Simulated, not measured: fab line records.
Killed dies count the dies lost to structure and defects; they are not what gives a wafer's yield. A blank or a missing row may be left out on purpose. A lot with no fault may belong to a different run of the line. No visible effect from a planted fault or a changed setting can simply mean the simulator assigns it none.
Comparing a struck lot with a sound one + flow nand-harc + 13 out of 1159 route steps
Sound: these wafers, L735.2, L735.4, L735.5. Wafers struck: L741.1, L741.2, L741.4. The cause comes at the end.
Per side, at each step with rows, come the tool, then ch with its chambers, and then its first start. Under that, the readings that differ: sound wafers + struck wafers + difference of the means + sigmas: that difference in standard deviations of wafers without a fault.
alike: readings whose means differ by less than 2 such deviations, and words and numbers that are the same on both sides. not compared: withheld readings, readings that some wafer has no value for, bounds like >300 that may hide the same value, and numbers for which the record gives no deviation and whose values overlap.
Wherever a step has rows on one side only, a row that says differs or no value, or a row with sigmas, the two part there. Numbers that don't overlap but have no deviation are shown without sigmas and don't part them. A reading that every wafer of one side lacks parts them only if that side has two wafers or more.

NHARC_P_START_INSPECT_01:
  sound on defect-inspect-02 at day 2 00:02; struck on defect-inspect-01 at day 3 12:02
  alike: raw-defect-count
then, 11 steps without rows for these wafers: NHARC_P_ZERO_WELL_PRECLEAN_00 (cleans in SPM, time 600 s); NHARC_P_ZERO_WELL_SRD_01; NHARC_P_ZERO_WELL_PECVD_02 (deposits SiO2, target thk 10 nm); NHARC_P_ZERO_WELL_DEHYDRATE_03 (time 120 s); NHARC_P_ZERO_WELL_HMDS_04 (time 30 s); NHARC_P_ZERO_WELL_COAT_64 (time 65 s); NHARC_P_ZERO_WELL_COAT_05 (resist thk 600 nm); NHARC_P_ZERO_WELL_SOFTBAKE_06 (time 70 s); NHARC_P_ZERO_WELL_EBR_07; NHARC_P_ZERO_WELL_EXPOSE_08 (exposes mask P ZERO, target cd 500 nm); NHARC_P_ZERO_WELL_PEB_09 (peb time 80 s).
NHARC_P_ZERO_WELL_DEVELOP_10: time 50 s.
  sound on litho-track-02 ch 0, day 2 01:00; struck on litho-track-07, day 3 13:00
  no value came back on the struck wafers for chill-plate-temp-C (C), developer-temp-C (C), exhaust-pa (Pa); on the sound wafers chill-plate-temp-C (C) reads 23.08 22.97 23.15

## WHERE THEY PART
Only at NHARC_P_ZERO_WELL_DEVELOP_10, within this record.

WHY: what the simulator had put in
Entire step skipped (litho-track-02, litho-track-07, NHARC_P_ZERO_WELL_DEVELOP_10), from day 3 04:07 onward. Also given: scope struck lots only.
